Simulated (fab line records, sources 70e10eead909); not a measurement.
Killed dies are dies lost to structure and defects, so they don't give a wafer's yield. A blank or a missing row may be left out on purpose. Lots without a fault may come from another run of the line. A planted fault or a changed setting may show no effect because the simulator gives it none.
One fault seen from 2 desks | flow nand_harc | each desk has only its own numbers; what lay behind them comes last

THE TOOL OWNER'S DESK: rie_si-04
The tool's own readings at NHARC_P_ZERO_WELL_ETCH_63 (etches the open film in HBr/Cl2, target depth 120 nm, time 40.1 s): means of the sampled wafers that have a number, for each lot that ran on this tool. A lot is out of limits, marked OUT, if its mean lies more than 4 standard deviations from the usual mean; the brackets give that distance.
Columns: A = drypump_motor_current_A at NHARC_P_ZERO_WELL_ETCH_63, usual 5.7 A; B = oes_product_au at NHARC_P_ZERO_WELL_ETCH_63, usual 0.999 a.u.; C = rf_fwd_power_W at NHARC_P_ZERO_WELL_ETCH_63, usual 395.0 W; D = throttle_valve_pct at NHARC_P_ZERO_WELL_ETCH_63, usual 26.406 %
lot  | first seen here | A   | B                | C     | D
L679 | day 1 19:49     | 5.6 | 1.007            | 393.5 | 26.405
L695 | day 5 19:55     | 5.6 | 0.922 (-7.7) OUT | 394.0 | 26.415
This desk's finding: out of limits on L695; first on L695, day 5 19:55 (oes_product_au at NHARC_P_ZERO_WELL_ETCH_63). In limits: L679.

THE METROLOGY DESK
What the gauges read, lot by lot, whatever tool the lot ran on: means of the sampled wafers that have a number. A lot is out of limits, marked OUT, if its mean lies more than 4 standard deviations from the usual mean; the brackets give that distance.
Columns: A = cd_nm at NHARC_P_ZERO_WELL_CD_MEAS_11, usual 500.0 nm; B = cd_nm at NHARC_P_ZERO_WELL_CD_MEAS_24, usual 719.1 nm; C = cd_nm at NHARC_P_ZERO_WELL_CD_MEAS_37, usual 719.7 nm
lot  | first seen here | A     | B     | C
L679 | day 1 19:21     | 498.1 | 719.9 | 720.6
L684 | day 3 01:14     | 500.1 | 717.6 | 719.0
L695 | day 5 19:27     | 501.4 | 720.3 | 721.1
L698 | day 6 13:14     | 500.1 | 719.3 | 720.6
L701 | day 7 07:08     | 501.4 | 718.4 | 719.5
This desk's finding: nothing out of limits on any of the 5 lots.

PUT TOGETHER
The tool owner's desk could have raised an alarm at day 5 19:55, on L695.
The metrology desk saw nothing out of limits.
The metrology desk has L695 on record, within its limits.
Of the lots named, all ran NHARC_P_ZERO_WELL_ETCH_63 on rie_si-04.

WHAT THE SIMULATOR HAD PUT IN
Process parameter drift: rie_si-04, from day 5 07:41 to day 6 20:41, at NHARC_P_ZERO_WELL_ETCH_63. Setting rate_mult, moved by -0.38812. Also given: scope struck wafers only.
Lots struck among those shown: L695.
Hours from the fault's start to each desk's first reading out of limits: the tool owner's desk, 12.
